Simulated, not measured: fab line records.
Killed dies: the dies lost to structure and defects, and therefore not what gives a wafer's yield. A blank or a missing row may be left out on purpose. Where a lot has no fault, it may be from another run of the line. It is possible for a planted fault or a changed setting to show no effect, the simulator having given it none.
Which tool was responsible? | flow n5Finfet | route of 1938 steps, sampled at 1 step: 12 lots, 36 wafers

## WHAT THE GAUGES SHOWED, per wafer
N5_BEOL_M9_INSPECT_58: inspects for defects (darkfield).
lot  | measured     | on               | rawDefectCount
L075 | day 10 02:12 | defectInspect-01 | 48 76 40
L078 | day 10 17:42 | defectInspect-02 | 67 59 61
L080 | day 11 07:59 | defectInspect-02 | 78 62 60
L081 | day 11 18:34 | defectInspect-02 | 77 54 105
L083 | day 12 07:04 | defectInspect-02 | 54 73 38
L084 | day 12 23:29 | defectInspect-02 | 77 80 67
L085 | day 13 05:29 | defectInspect-02 | 79 78 72
L089 | day 14 03:41 | defectInspect-01 | 66 40 61
L091 | day 14 04:55 | defectInspect-02 | 74 34 72
L095 | day 15 01:49 | defectInspect-01 | 85 81 40
L094 | day 15 10:05 | defectInspect-01 | 88 92 78
L096 | day 15 21:10 | defectInspect-01 | 104 93 110

## TOOL THAT RAN EACH LOT (tool first, then ch and the chambers of the sampled wafers, then the start)
Record: no process step prior to these readings.

## THE ANSWER, worked out from the rows above alone
Rule: usual is defined by the lots themselves. Put in order of their means at a reading, lots are off if they are a third of the lots or fewer, leave a main group of 4 or more, and stand apart from it by a gap of 3 or more times the standard deviation of the main group's means; of several such gaps the widest counts. If all means in a main group match to the digits the tables above print for the reading, that group is not used. Also off: a lot with no number at a reading for which 4 or more lots have one. Where the step has rows for the other lots, those lots are counted as sound.
No lot is off at any reading shown: from this, nothing can be told.

## WHAT HAD BEEN PUT IN BY THE SIMULATOR
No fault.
